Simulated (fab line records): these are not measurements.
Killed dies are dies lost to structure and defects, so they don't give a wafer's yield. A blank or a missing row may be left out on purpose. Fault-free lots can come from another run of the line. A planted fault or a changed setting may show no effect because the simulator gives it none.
What tool caused it? :: flow n5 finfet :: 9 lots, 27 wafers sampled, at 4 steps of a route of 1938

## WHAT THE GAUGES READ, wafer by wafer
N5_BEOL_M4_RC_MEAS_101. Usual: DIBL_N 35.8 mV/V, standard deviation 1.8; DIBL_P 35.9 mV/V, standard deviation 2.2; EOT_P 10.49, standard deviation 0.1; IGATE_P 0.0036 nA/um, standard deviation 0.00061; IOFF_N 0.16 nA/um, standard deviation 0.035; IOFF_N_85C 3.0 nA/um, standard deviation 0.56; IOFF_N_LIN 0.072 nA/um, standard deviation 0.013; IOFF_N_LONG 5.53e-05 nA/um, standard deviation 2.2e-06; IOFF_P 0.21 nA/um, standard deviation 0.04; IOFF_P_85C 3.6 nA/um, standard deviation 0.6; IOFF_P_LIN 0.099 nA/um, standard deviation 0.015; IOFF_P_LONG 0.000108 nA/um, standard deviation 8.2e-06; ION_N 672 uA/um, standard deviation 11; ION_P 461 uA/um, standard deviation 7.4; SS_N 71.4 mV/dec, standard deviation 0.64; SS_P 73.2 mV/dec, standard deviation 0.67; VT_N 250 mV, standard deviation 3.5; VT_N_LONG 275.0 mV, standard deviation 1.8; VT_N_LVT 99 mV, standard deviation 3.5; VT_P -251 mV, standard deviation 3.4; VT_P_LONG -274.9 mV, standard deviation 2.7; VT_P_LVT -99 mV, standard deviation 3.1.
lot: L269
measured: day 7 19:40
on: prober-02
DIBL_N (mV/V): 35.0 35.8 35.0
DIBL_P (mV/V): 34.4 36.3 35.2
EOT_P: 10.43 10.38 10.40
IGATE_P (nA/um): 0.0038 0.0039 0.0041
IOFF_N (nA/um): 0.15 0.17 0.15
IOFF_N_85C (nA/um): 2.9 3.2 2.9
IOFF_N_LIN (nA/um): 0.068 0.079 0.071
IOFF_N_LONG (nA/um): 5.78e-05 5.82e-05 5.82e-05
IOFF_P (nA/um): 0.16 0.19 0.17
IOFF_P_85C (nA/um): 2.9 3.3 3.1
IOFF_P_LIN (nA/um): 0.082 0.093 0.088
IOFF_P_LONG (nA/um): 0.000106 0.000105 0.000105
ION_N (uA/um): 664 691 671
ION_P (uA/um): 450 467 459
SS_N (mV/dec): 71.5 72.1 72.0
SS_P (mV/dec): 73.0 73.8 72.7
VT_N (mV): 250 248 248
VT_N_LONG (mV): 270.8 270.6 273.1
VT_N_LVT (mV): 98 95 98
VT_P (mV): -254 -252 -252
VT_P_LONG (mV): -278.0 -279.0 -277.6
VT_P_LVT (mV): -101 -97 -100
flag: 

lot: L270
measured: day 8 15:25
on: prober-01
DIBL_N (mV/V): 34.9 32.9 34.9
DIBL_P (mV/V): 36.2 34.3 36.9
EOT_P: 10.47 10.53 10.42
IGATE_P (nA/um): 0.0040 0.0037 0.0037
IOFF_N (nA/um): 0.17 0.14 0.17
IOFF_N_85C (nA/um): 3.3 2.8 3.4
IOFF_N_LIN (nA/um): 0.079 0.069 0.082
IOFF_N_LONG (nA/um): 5.81e-05 5.83e-05 5.8e-05
IOFF_P (nA/um): 0.23 0.20 0.25
IOFF_P_85C (nA/um): 3.9 3.5 4.2
IOFF_P_LIN (nA/um): 0.108 0.099 0.117
IOFF_P_LONG (nA/um): 0.000112 0.000117 0.000117
ION_N (uA/um): 675 669 677
ION_P (uA/um): 468 463 476
SS_N (mV/dec): 71.4 71.4 71.0
SS_P (mV/dec): 74.0 72.7 72.8
VT_N (mV): 247 250 245
VT_N_LONG (mV): 275.0 272.9 273.6
VT_N_LVT (mV): 96 99 95
VT_P (mV): -246 -250 -246
VT_P_LONG (mV): -272.1 -271.9 -272.3
VT_P_LVT (mV): -96 -98 -94
flag: 

lot: L276
measured: day 9 17:13
on: prober-01
DIBL_N (mV/V): 36.0 39.2 38.9
DIBL_P (mV/V): 35.7 39.2 39.0
EOT_P: 10.41 10.45 10.42
IGATE_P (nA/um): 0.0040 0.0037 0.0037
IOFF_N (nA/um): 0.15 0.21 0.20
IOFF_N_85C (nA/um): 2.9 3.9 3.8
IOFF_N_LIN (nA/um): 0.067 0.088 0.086
IOFF_N_LONG (nA/um): 5.32e-05 5.3e-05 5.31e-05
IOFF_P (nA/um): 0.20 0.27 0.25
IOFF_P_85C (nA/um): 3.5 4.5 4.2
IOFF_P_LIN (nA/um): 0.095 0.118 0.111
IOFF_P_LONG (nA/um): 0.000105 0.00011 0.000108
ION_N (uA/um): 665 683 676
ION_P (uA/um): 462 468 470
SS_N (mV/dec): 71.5 72.0 72.2
SS_P (mV/dec): 72.8 74.2 73.1
VT_N (mV): 254 251 248
VT_N_LONG (mV): 274.3 275.1 274.8
VT_N_LVT (mV): 101 97 98
VT_P (mV): -250 -248 -250
VT_P_LONG (mV): -274.5 -274.2 -272.3
VT_P_LVT (mV): -100 -95 -96
flag: 

lot: L275
measured: day 10 00:50
on: prober-01
DIBL_N (mV/V): 38.6 36.7 35.0
DIBL_P (mV/V): 40.7 37.9 36.7
EOT_P: 10.71 10.53 10.57
IGATE_P (nA/um): 0.0023 0.0035 0.0026
IOFF_N (nA/um): 0.21 0.17 0.13
IOFF_N_85C (nA/um): 3.9 3.3 2.6
IOFF_N_LIN (nA/um): 0.092 0.077 0.062
IOFF_N_LONG (nA/um): 5.38e-05 5.28e-05 5.22e-05
IOFF_P (nA/um): 0.24 0.19 0.17
IOFF_P_85C (nA/um): 4.2 3.4 3.0
IOFF_P_LIN (nA/um): 0.109 0.092 0.082
IOFF_P_LONG (nA/um): 0.000101 0.0001 9.6e-05
ION_N (uA/um): 691 683 665
ION_P (uA/um): 467 459 451
SS_N (mV/dec): 72.3 72.1 71.1
SS_P (mV/dec): 73.7 72.5 72.8
VT_N (mV): 247 249 254
VT_N_LONG (mV): 277.6 276.3 275.7
VT_N_LVT (mV): 95 98 101
VT_P (mV): -250 -251 -255
VT_P_LONG (mV): -276.7 -278.5 -275.8
VT_P_LVT (mV): -98 -101 -103
flag: 

lot: L277
measured: day 9 22:04
on: prober-02
DIBL_N (mV/V): 36.3 38.0 36.0
DIBL_P (mV/V): 36.0 39.9 36.2
EOT_P: 10.60 10.67 10.42
IGATE_P (nA/um): 0.0030 0.0029 0.0044
IOFF_N (nA/um): 0.15 0.19 0.15
IOFF_N_85C (nA/um): 2.9 3.6 2.9
IOFF_N_LIN (nA/um): 0.066 0.085 0.068
IOFF_N_LONG (nA/um): 5.35e-05 5.31e-05 5.35e-05
IOFF_P (nA/um): 0.18 0.26 0.19
IOFF_P_85C (nA/um): 3.2 4.2 3.4
IOFF_P_LIN (nA/um): 0.087 0.111 0.090
IOFF_P_LONG (nA/um): 0.000107 0.000103 0.000106
ION_N (uA/um): 663 677 667
ION_P (uA/um): 455 462 458
SS_N (mV/dec): 71.7 71.8 71.1
SS_P (mV/dec): 73.6 74.1 73.6
VT_N (mV): 251 249 249
VT_N_LONG (mV): 275.8 274.8 275.2
VT_N_LVT (mV): 99 95 98
VT_P (mV): -253 -249 -251
VT_P_LONG (mV): -275.8 -276.2 -276.6
VT_P_LVT (mV): -101 -96 -100
flag: 

lot: L278
measured: day 10 02:31
on: prober-01
DIBL_N (mV/V): 37.6 34.9 38.6
DIBL_P (mV/V): 38.2 34.9 38.6
EOT_P: 10.63 10.57 10.57
IGATE_P (nA/um): 0.0033 0.0032 0.0030
IOFF_N (nA/um): 0.20 0.14 0.20
IOFF_N_85C (nA/um): 3.7 2.7 3.7
IOFF_N_LIN (nA/um): 0.087 0.065 0.086
IOFF_N_LONG (nA/um): 5.69e-05 5.62e-05 5.67e-05
IOFF_P (nA/um): 0.24 0.19 0.25
IOFF_P_85C (nA/um): 4.2 3.4 4.3
IOFF_P_LIN (nA/um): 0.110 0.092 0.112
IOFF_P_LONG (nA/um): 0.000106 0.000105 0.000109
ION_N (uA/um): 682 667 682
ION_P (uA/um): 460 458 465
SS_N (mV/dec): 72.5 71.6 72.4
SS_P (mV/dec): 74.0 72.9 73.3
VT_N (mV): 248 252 247
VT_N_LONG (mV): 272.7 273.1 270.5
VT_N_LVT (mV): 95 101 98
VT_P (mV): -248 -252 -247
VT_P_LONG (mV): -279.7 -275.4 -276.0
VT_P_LVT (mV): -96 -100 -97
flag: 

lot: L279
measured: day 10 06:25
on: prober-01
DIBL_N (mV/V): 38.0 38.2 36.5
DIBL_P (mV/V): 37.8 37.2 35.5
EOT_P: 10.25 10.34 10.47
IGATE_P (nA/um): 0.0054 0.0042 0.0039
IOFF_N (nA/um): 0.20 0.20 0.17
IOFF_N_85C (nA/um): 3.7 3.7 3.2
IOFF_N_LIN (nA/um): 0.089 0.084 0.077
IOFF_N_LONG (nA/um): 5.58e-05 5.6e-05 5.67e-05
IOFF_P (nA/um): 0.24 0.23 0.20
IOFF_P_85C (nA/um): 4.0 4.0 3.6
IOFF_P_LIN (nA/um): 0.106 0.105 0.096
IOFF_P_LONG (nA/um): 0.0001 0.000107 0.000107
ION_N (uA/um): 686 677 687
ION_P (uA/um): 463 461 469
SS_N (mV/dec): 71.9 72.3 71.7
SS_P (mV/dec): 74.3 73.8 74.4
VT_N (mV): 244 248 249
VT_N_LONG (mV): 275.9 275.3 274.8
VT_N_LVT (mV): 95 96 96
VT_P (mV): -250 -251 -252
VT_P_LONG (mV): -275.8 -279.1 -275.9
VT_P_LVT (mV): -98 -99 -99
flag: 

lot: L282
measured: day 11 16:23
on: prober-02
DIBL_N (mV/V): 35.2 37.3 37.4
DIBL_P (mV/V): 34.5 37.3 39.5
EOT_P: 10.53 10.44 10.87
IGATE_P (nA/um): 0.0034 0.0038 0.0008
IOFF_N (nA/um): 0.14 0.16 0.00
IOFF_N_85C (nA/um): 2.7 3.1 0.0
IOFF_N_LIN (nA/um): 0.063 0.074 0.000
IOFF_N_LONG (nA/um): 5.62e-05 5.44e-05 3e-05
IOFF_P (nA/um): 0.18 0.22 5.64
IOFF_P_85C (nA/um): 3.2 3.8 57.4
IOFF_P_LIN (nA/um): 0.090 0.104 2.500
IOFF_P_LONG (nA/um): 0.000105 0.000106 0.000734
ION_N (uA/um): 667 684 258
ION_P (uA/um): 459 467 581
SS_N (mV/dec): 70.5 71.4 71.2
SS_P (mV/dec): 72.1 72.6 73.3
VT_N (mV): 252 250 444
VT_N_LONG (mV): 277.3 275.1 470.5
VT_N_LVT (mV): 100 99 294
VT_P (mV): -250 -250 -162
VT_P_LONG (mV): -273.8 -274.5 -213.0
VT_P_LVT (mV): -100 -98 -11
flag: OFF

lot: L285
measured: day 12 01:48
on: prober-02
DIBL_N (mV/V): 31.7 34.4 33.8
DIBL_P (mV/V): 31.2 36.5 34.5
EOT_P: 10.42 10.80 10.55
IGATE_P (nA/um): 0.0041 0.0007 0.0036
IOFF_N (nA/um): 0.09 0.00 0.12
IOFF_N_85C (nA/um): 1.9 0.0 2.5
IOFF_N_LIN (nA/um): 0.045 0.000 0.060
IOFF_N_LONG (nA/um): 5.59e-05 3.03e-05 5.49e-05
IOFF_P (nA/um): 0.13 4.31 0.18
IOFF_P_85C (nA/um): 2.5 45.5 3.2
IOFF_P_LIN (nA/um): 0.074 2.132 0.092
IOFF_P_LONG (nA/um): 0.000107 0.000718 0.000113
ION_N (uA/um): 654 250 667
ION_P (uA/um): 456 577 469
SS_N (mV/dec): 70.2 70.6 70.6
SS_P (mV/dec): 71.9 73.2 72.2
VT_N (mV): 258 451 251
VT_N_LONG (mV): 274.3 471.5 274.8
VT_N_LVT (mV): 108 303 101
VT_P (mV): -256 -164 -251
VT_P_LONG (mV): -275.7 -214.6 -275.6
VT_P_LVT (mV): -104 -14 -101
flag: OFF

## WHICH TOOL RAN EACH LOT (tool, then ch and the chambers of the sampled wafers, then the start)
lot: L269
N5_HKMG_FIN_CVD_62: thermal cvd si-02 ch 0,2, day 4 02:19
N5_BEOL_M4_ANNEAL_51: rtp anneal-01 ch 0, day 7 18:38
N5_BEOL_M4_PRE_CLEAN_60: cvd co-02 ch 0,2, day 7 19:14

lot: L270
N5_HKMG_FIN_CVD_62: thermal cvd si-02 ch 0,1,2, day 4 12:46
N5_BEOL_M4_ANNEAL_51: rtp anneal-02 ch 0, day 8 14:16
N5_BEOL_M4_PRE_CLEAN_60: cvd co-01 ch 0,1,2, day 8 14:49

lot: L276
N5_HKMG_FIN_CVD_62: thermal cvd si-02 ch 1,2, day 5 22:40
N5_BEOL_M4_ANNEAL_51: rtp anneal-02 ch 0, day 9 16:10
N5_BEOL_M4_PRE_CLEAN_60: cvd co-01 ch 0,1, day 9 16:46

lot: L275
N5_HKMG_FIN_CVD_62: thermal cvd si-01 ch 0,2, day 6 00:19
N5_BEOL_M4_ANNEAL_51: rtp anneal-02 ch 0, day 9 23:54
N5_BEOL_M4_PRE_CLEAN_60: cvd co-01 ch 0,2, day 10 00:32

lot: L277
N5_HKMG_FIN_CVD_62: thermal cvd si-02 ch 0,1,2, day 6 06:30
N5_BEOL_M4_ANNEAL_51: rtp anneal-02 ch 0, day 9 20:49
N5_BEOL_M4_PRE_CLEAN_60: cvd co-02 ch 0,1,2, day 9 21:20

lot: L278
N5_HKMG_FIN_CVD_62: thermal cvd si-01 ch 0,2, day 6 08:55
N5_BEOL_M4_ANNEAL_51: rtp anneal-02 ch 0, day 10 01:26
N5_BEOL_M4_PRE_CLEAN_60: cvd co-02 ch 0,1,2, day 10 02:14

lot: L279
N5_HKMG_FIN_CVD_62: thermal cvd si-02 ch 1,2, day 6 18:13
N5_BEOL_M4_ANNEAL_51: rtp anneal-02 ch 0, day 10 05:18
N5_BEOL_M4_PRE_CLEAN_60: cvd co-02 ch 1,2, day 10 05:50

lot: L282
N5_HKMG_FIN_CVD_62: thermal cvd si-02 ch 0,1,2, day 7 14:16
N5_BEOL_M4_ANNEAL_51: rtp anneal-02 ch 0, day 11 15:19
N5_BEOL_M4_PRE_CLEAN_60: cvd co-02 ch 0,1, day 11 16:07

lot: L285
N5_HKMG_FIN_CVD_62: thermal cvd si-02 ch 0,1,2, day 8 01:04
N5_BEOL_M4_ANNEAL_51: rtp anneal-01 ch 0, day 12 00:35
N5_BEOL_M4_PRE_CLEAN_60: cvd co-02 ch 0,2, day 12 01:13
- N5_HKMG_FIN_CVD_62: deposits a-Si from Si2H6, target thk 3 nm, time 20.8 s.
- N5_BEOL_M4_ANNEAL_51: time 90 s.
- N5_BEOL_M4_PRE_CLEAN_60: time 15 s.

## AS READ BY THE TOOLS THEMSELVES (means over the sampled wafers that have a number; for cases with no such wafer, the mark the record gives instead)
N5_HKMG_FIN_CVD_62. Usual: heater power w 1525 W, standard deviation 110; susceptor temp C 499.99 C, standard deviation 0.29.
lot: L269
tool: thermal cvd si-02
heater power w (W): 1491
susceptor temp C (C): 499.73
flag: 

lot: L270
tool: thermal cvd si-02
heater power w (W): 1556
susceptor temp C (C): 499.94
flag: 

lot: L276
tool: thermal cvd si-02
heater power w (W): 1444
susceptor temp C (C): 500.13
flag: 

lot: L275
tool: thermal cvd si-01
heater power w (W): 1462
susceptor temp C (C): 500.00
flag: 

lot: L277
tool: thermal cvd si-02
heater power w (W): 1577
susceptor temp C (C): 500.06
flag: 

lot: L278
tool: thermal cvd si-01
heater power w (W): 1493
susceptor temp C (C): 499.93
flag: 

lot: L279
tool: thermal cvd si-02
heater power w (W): 1460
susceptor temp C (C): 500.15
flag: 

lot: L282
tool: thermal cvd si-02
heater power w (W): 1570
susceptor temp C (C): 499.92
flag: 

lot: L285
tool: thermal cvd si-02
heater power w (W): 1551
susceptor temp C (C): 500.12
flag: 

N5_BEOL_M4_ANNEAL_51. Usual: wafer_temp_C_max at 225.76, with a standard deviation of 0.22.
lot: L269
tool: rtp anneal-01
wafer_temp_C_max: 225.99
flag: 

lot: L270
tool: rtp anneal-02
wafer_temp_C_max: 225.74
flag: 

lot: L276
tool: rtp anneal-02
wafer_temp_C_max: 225.79
flag: 

lot: L275
tool: rtp anneal-02
wafer_temp_C_max: 226.09
flag: 

lot: L277
tool: rtp anneal-02
wafer_temp_C_max: 225.51
flag: 

lot: L278
tool: rtp anneal-02
wafer_temp_C_max: 225.75
flag: 

lot: L279
tool: rtp anneal-02
wafer_temp_C_max: 225.92
flag: 

lot: L282
tool: rtp anneal-02
wafer_temp_C_max: 225.71
flag: 

lot: L285
tool: rtp anneal-01
wafer_temp_C_max: 225.76
flag: 

N5_BEOL_M4_PRE_CLEAN_60. Usual: heater power w at 83 W, with a standard deviation of 13.
lot: L269
tool: cvd co-02
heater power w (W): 89
flag: 

lot: L270
tool: cvd co-01
heater power w (W): 79
flag: 

lot: L276
tool: cvd co-01
heater power w (W): 92
flag: 

lot: L275
tool: cvd co-01
heater power w (W): 69
flag: 

lot: L277
tool: cvd co-02
heater power w (W): 86
flag: 

lot: L278
tool: cvd co-02
heater power w (W): 87
flag: 

lot: L279
tool: cvd co-02
heater power w (W): 90
flag: 

lot: L282
tool: cvd co-02
heater power w (W): 81
flag: 

lot: L285
tool: cvd co-02
heater power w (W): 88
flag: 

## THE ANSWER, worked out from the rows above alone
Rule: lot off if the mean of its wafers having a number is beyond 3 standard deviations from the usual mean. A lot without any number at a reading at which 4 lots or more have one is off too. Where the step has rows for the other lots, those lots are counted as sound. After the gauges, taken in route order, come the tools' own readings; for these a lot's mean is taken, as printed above. The first step at which some lot is off is used, and at that step the reading that is off furthest; a lot without a number counts as furthest.
Off: L282, L285, seen at N5_BEOL_M4_RC_MEAS_101 (IOFF_P_LIN).
A tool fits if, at a process step before that reading, it ran every lot that is off, and no sound lot after the first of them. Those tools and the gauges at N5_BEOL_M4_RC_MEAS_101 are tried in the same way. Can't be told from this: 3 tools fit, thermal cvd si-02 at N5_HKMG_FIN_CVD_62, cvd co-02 at N5_BEOL_M4_PRE_CLEAN_60, prober-02 at N5_BEOL_M4_RC_MEAS_101.

## WHAT WAS PUT IN BY THE SIMULATOR
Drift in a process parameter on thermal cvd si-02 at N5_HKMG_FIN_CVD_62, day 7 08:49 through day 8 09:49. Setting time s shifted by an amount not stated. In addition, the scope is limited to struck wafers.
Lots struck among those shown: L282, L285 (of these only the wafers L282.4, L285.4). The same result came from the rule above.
